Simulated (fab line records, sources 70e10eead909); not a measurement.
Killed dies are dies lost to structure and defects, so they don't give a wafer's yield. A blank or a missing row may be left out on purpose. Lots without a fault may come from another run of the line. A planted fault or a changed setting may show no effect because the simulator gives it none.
Problem report in the 8D (eight disciplines) form, filled by code | flow nand_harc | the parts of the form that need people (team, actions taken, sign-off) are left out

1. THE PROBLEM
killed_at_array at NHARC_END_SORT_01 reads a mean of 93 on 6 wafers of 2 lots; wafers without a fault read 26 with a standard deviation of 8.4. That is +8.0 standard deviations from the usual mean.
First seen on wafer L399.1, day 22 16:49, on prober-02. The record holds 39 wafers of 13 lots with a number at this step. Rule for "out", or "out of limits": more than 4 standard deviations from the usual mean. The other wafers with a number count as sound.

2. WHAT IT IS AND WHAT IT IS NOT
question                    | is                           | is not
which readings at this step | killed_at_array, killed_dies | killed_at_other, killed_at_periphery, killed_open, killed_short
which lots                  | L399, L401                   | L388, L389, L390, L391, L392, L394, L396, L403, L406, L407, L410
which wafers of those lots  | all that have a number       | -
read on which gauges        | prober-01, prober-02         | -
when                        | from day 22 16:49            | up to then (21 sound wafers); but 12 sound wafers of L403, L406, L407, L410 came after

3. SUSPECTS, AND WHAT RULES EACH OUT
Counting: a tool at a process step up to the reading stays a suspect if it ran every lot that is out and no sound lot after the first of them.
- the gauge at NHARC_END_SORT_01: ruled out. The wafers that are out were read on 2 gauges (prober-01, prober-02).
- pvd_sputter-01 at NHARC_A_BLC_PRE_CLEAN_31 (time 15 s): kept. It ran every lot that is out, first L399 (day 20 16:24), and no sound lot after that; its last sound lot up to then is L394 (day 19 02:47).
- pvd_sputter-02 at NHARC_THIN_TSV_PRE_CLEAN_54 (time 30 s): ruled out as a lasting fault. Sound lots L410 ran on it after its first lot that is out, L399 (day 22 02:08).
Left after counting: pvd_sputter-01 at NHARC_A_BLC_PRE_CLEAN_31.

4. THE CAUSE (what the simulator had put in)
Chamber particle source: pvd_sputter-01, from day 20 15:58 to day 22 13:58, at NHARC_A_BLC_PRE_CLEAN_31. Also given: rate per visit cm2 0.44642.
Counting left only this tool.

5. THE CHAIN OF EFFECTS, in route order
Each row: a reading whose mean over the struck wafers that have a number lies more than 3 standard deviations from the usual. Only readings for which the record gives a usual standard deviation are gone through. hours: the time from each lot's start at the first step in this table that gives one to its start at this step, as a median over the lots. sigmas: the change in usual standard deviations.
hours | step              | reading         | usual | on struck wafers | change | sigmas
0     | NHARC_END_SORT_01 | killed_at_array | 26    | 93               | +67    | +8.0
0     | NHARC_END_SORT_01 | killed_dies     | 30    | 96               | +66    | +7.7

6. WHAT WOULD HAVE CAUGHT IT SOONER
In this record the first reading out of limits at a measuring or inspecting step was taken at day 22 16:49, 49 hours after the fault began at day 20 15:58.
Of the tool readings at NHARC_A_BLC_PRE_CLEAN_31 for which the record gives a usual standard deviation, none was out on any struck wafer, so an alarm limit of 4 standard deviations on them would not have fired.
All the lots that are out (2) had begun NHARC_A_BLC_PRE_CLEAN_31 on pvd_sputter-01 by day 22 16:49. A hold on the tool at that time would have spared none of them.
